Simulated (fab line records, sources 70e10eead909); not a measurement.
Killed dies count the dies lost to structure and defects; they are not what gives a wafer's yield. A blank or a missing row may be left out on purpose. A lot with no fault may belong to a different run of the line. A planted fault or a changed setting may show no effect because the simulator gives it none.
What tool caused it? | flow nand harc | 24 lots, 72 wafers sampled, at 1 step of a route of 1159

WHAT THE GAUGES SHOWED, per wafer
NHARC_P_ZERO_WELL_CD_MEAS_37: the cd target is 720 nm.
lot  | measured    | on        | cd nm (nm)
L074 | day 1 15:55 | cd sem-01 | 718 724 717
L075 | day 1 22:29 | cd sem-03 | 726 719 722
L076 | day 2 04:07 | cd sem-02 | 717 719 716
L077 | day 2 10:07 | cd sem-01 | 716 715 720
L078 | day 2 15:50 | cd sem-02 | 725 719 720
L079 | day 2 22:06 | cd sem-01 | 714 713 717
L080 | day 3 03:52 | cd sem-03 | 718 720 719
L081 | day 3 10:14 | cd sem-01 | 724 726 726
L082 | day 3 16:08 | cd sem-02 | 719 718 717
L083 | day 3 22:07 | cd sem-03 | 717 719 719
L084 | day 4 04:07 | cd sem-01 | 720 721 721
L085 | day 4 10:17 | cd sem-03 | 715 716 719
L086 | day 4 16:01 | cd sem-03 | 715 715 714
L087 | day 4 22:06 | cd sem-03 | 720 721 725
L088 | day 5 04:07 | cd sem-02 | 716 718 721
L089 | day 5 10:08 | cd sem-01 | 719 717 718
L090 | day 5 16:07 | cd sem-01 | 719 718 722
L091 | day 5 22:11 | cd sem-03 | 717 715 719
L092 | day 6 04:13 | cd sem-01 | 723 724 719
L093 | day 6 10:13 | cd sem-01 | 723 719 722
L094 | day 6 16:19 | cd sem-01 | 721 722 723
L095 | day 6 22:07 | cd sem-02 | 715 719 717
L096 | day 7 04:07 | cd sem-02 | 712 717 713
L097 | day 7 10:07 | cd sem-01 | 726 720 720

WHICH TOOL RAN EACH LOT (tool, then ch and the chambers of the sampled wafers, then the start)
Before these readings, the record contains no process step.

WHAT THE TOOLS THEMSELVES READ (means of the sampled wafers that have a number; where no wafer has one, the mark that the record gives instead)
The record holds no such reading with a usual standard deviation.

THE ANSWER, worked out from the rows above alone
Rule: what is usual is taken from the lots themselves. Put in order of their means at a reading, lots are off if they are a third of the lots or fewer, leave a main group of 4 or more, and stand apart from it by a gap of 3 or more times the standard deviation of the main group's means; of several such gaps the widest counts. Not used: any main group whose means are identical at the precision the tables above print for the reading. A lot without any number at a reading at which 4 lots or more have one is off too. Where the step has rows for the other lots, those lots are counted as sound. Order of review: gauges by route order, followed by the tools' own readings, for which a lot's mean as printed above is used. At the first step where some lot is off, the reading lying furthest off is the one used; lots without a number count as furthest.
No lot is off on any of the readings shown, so nothing can be concluded from this.

WHAT THE SIMULATOR HAD PUT IN
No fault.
